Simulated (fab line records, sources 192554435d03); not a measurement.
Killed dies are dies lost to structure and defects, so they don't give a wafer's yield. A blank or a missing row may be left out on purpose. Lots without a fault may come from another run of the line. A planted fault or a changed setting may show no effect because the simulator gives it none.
Chamber matching | flow n5_finfet | N5_MOL_CONTACT_COAG_CO_FILL_22 on cvd_co-01: 3 sister chambers
The step material Co, precursor CCTBA/H2, target thk 20 nm. 6 wafers are shown with their chamber, then 12 later ones without.

WAFERS WITH THEIR CHAMBER
wafer  | chamber | heater_power_w (W) | susceptor_temp_C (C)
L086.5 | 0       | 216                | 199.98
L087.2 | 1       | 233                | 199.85
L087.6 | 0       | 212                | 199.79
L089.3 | 2       | 229                | 200.05
L089.5 | 2       | 233                | 200.13
L089.6 | 1       | 236                | 200.10

WAFERS WITHOUT THEIR CHAMBER
wafer  | heater_power_w (W) | susceptor_temp_C (C)
L091.2 | 225                | 199.98
L091.5 | 215                | 199.94
L091.6 | 237                | 200.12
L093.3 | 226                | 199.88
L093.4 | 226                | 200.04
L093.6 | 235                | 200.01
L094.1 | 234                | 199.83
L094.2 | 235                | 199.99
L094.6 | 220                | 200.20
L097.1 | 236                | 199.94
L097.2 | 213                | 199.73
L097.5 | 237                | 200.09

WHICH CHAMBER EACH WENT THROUGH
wafer  | from the rows above          | in truth
L091.2 | can't be placed: 2 or 1 or 0 | 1
L091.5 | 0                            | 0
L091.6 | can't be placed: 1 or 2      | 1
L093.3 | can't be placed: 2 or 1      | 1
L093.4 | can't be placed: 2 or 1      | 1
L093.6 | can't be placed: 1 or 2      | 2
L094.1 | can't be placed: 1 or 2      | 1
L094.2 | can't be placed: 1 or 2      | 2
L094.6 | can't be placed: 0 or 2      | 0
L097.1 | can't be placed: 1 or 2      | 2
L097.2 | 0                            | 0
L097.5 | can't be placed: 1 or 2      | 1
Placed correctly: 2 of 12. Can't be placed from these rows: 10 (the true chamber is among the candidates in 10). Placed wrongly: 0.
How it was worked out, from the rows above alone: a wafer's distance from a chamber is the root of the sum, over the readings, of the square of ((its reading less the chamber's mean) divided by the reading's scatter). The wafer belongs to the nearest chamber; if the next one is less than 2 further off, it can't be placed. A chamber's mean is the mean of its shown wafers. The scatter: the root of (the sum of the squares of (reading less its chamber's mean) over the shown wafers, divided by (wafers less chambers)).
